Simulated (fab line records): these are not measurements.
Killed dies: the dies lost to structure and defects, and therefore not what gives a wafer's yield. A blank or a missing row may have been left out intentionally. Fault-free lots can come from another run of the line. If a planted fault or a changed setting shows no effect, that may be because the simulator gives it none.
Problem report in the 8D (eight disciplines) form, filled by code / flow n5_finfet / the parts of the form that need people (team, actions taken, sign-off) are left out

## 1. THE ISSUE
etch_rf_on_time_s at N5_BEOL_M4_ETCH_69 reads a mean of 40.3 s on 3 wafers of 3 lots; wafers without a fault read 26.1 s with a standard deviation of 0.34. That is +42 standard deviations from the usual mean.
The step: etches SiARC in CF4, target depth 15.6 nm, time 26 s.
The first sign was on wafer L221.4 at day 12 22:22, on rie_diel-04. At this step, 25 wafers from 9 lots have a number in the record. The rule behind "out" and "out of limits": a value lying over 4 standard deviations away from the usual mean. The rest of the wafers with a number are treated as sound.

## 2. WHAT IT IS, AND WHAT IT ISN'T
question=which readings at this step | is=etch_rf_on_time_s | is not=bias_w, drypump_motor_current_A, oes_product_au, rf_vpp_V, showerhead_plenum_p_Torr, throttle_valve_pct
question=which lots | is=L221, L223, L226 | is not=L213, L214, L218, L219, L222, L228
question=which wafers of those lots | is=L221.4, L223.1, L226.4 | is not=L221.2, L223.2, L226.3, L226.5
question=read on which tools | is=rie_diel-04 | is not=rie_diel-01, rie_diel-05
question=when | is=from day 12 22:22 | is not=up to then (16 sound wafers); but 6 sound wafers of L223, L226, L228 came after

## 3. THE SUSPECTS, EACH WITH WHAT RULES IT OUT
Counting: if a tool at a process step up to the reading ran every lot that is out, it stays a suspect. Sound lots after the first of them don't rule it out here, since some wafers of a struck lot are sound.
- rie_diel-04 at N5_BEOL_M4_DESCUM_33 (chemistry O2, time 7 s): kept. It ran every lot that is out, first L221 (day 12 22:19); its last sound lot up to then is L218 (day 10 14:55).
- rie_diel-04 at N5_BEOL_M4_ETCH_69 (etches SiARC in CF4, target depth 15.6 nm, time 26 s): kept. It ran every lot that is out, first L221 (day 12 22:22); its last sound lot up to then is L218 (day 10 14:58). Its own readings are out on those wafers: etch_rf_on_time_s.
After counting, rie_diel-04 at N5_BEOL_M4_DESCUM_33 and rie_diel-04 at N5_BEOL_M4_ETCH_69 remain.

## 4. THE CAUSE (what the simulator had put in)
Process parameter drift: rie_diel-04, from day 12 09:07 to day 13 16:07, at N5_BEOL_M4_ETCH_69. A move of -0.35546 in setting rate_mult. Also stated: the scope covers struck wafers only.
After counting, 2 suspects remain, this tool included.

## 5. THE EFFECT CHAIN, in route order
Each row: a reading whose mean over the struck wafers that have a number lies more than 3 standard deviations from the usual. Readings are gone through only where the record gives a usual standard deviation; hours: the median, over the lots, of the time from a lot's start at the first step in this table giving one to that lot's start at this step; sigmas: the change measured in usual standard deviations.
hours=0; step=N5_BEOL_M4_ETCH_69; reading=etch_rf_on_time_s; usual=26.1 s; on struck wafers=40.3; change=+14.2; sigmas=+42
It contains these process steps:
- N5_BEOL_M4_ETCH_69: etches SiARC in CF4, target depth 15.6 nm, time 26 s.
At these later measuring or inspecting steps, every struck wafer for which the step has a row has a number for every such reading, and none has moved that far: N5_BEOL_M4_RC_MEAS_101.

## 6. HOW IT WOULD HAVE BEEN CAUGHT EARLIER
13 hours passed between the start of the fault at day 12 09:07 and the first reading out of limits in this record, taken at day 12 22:22.
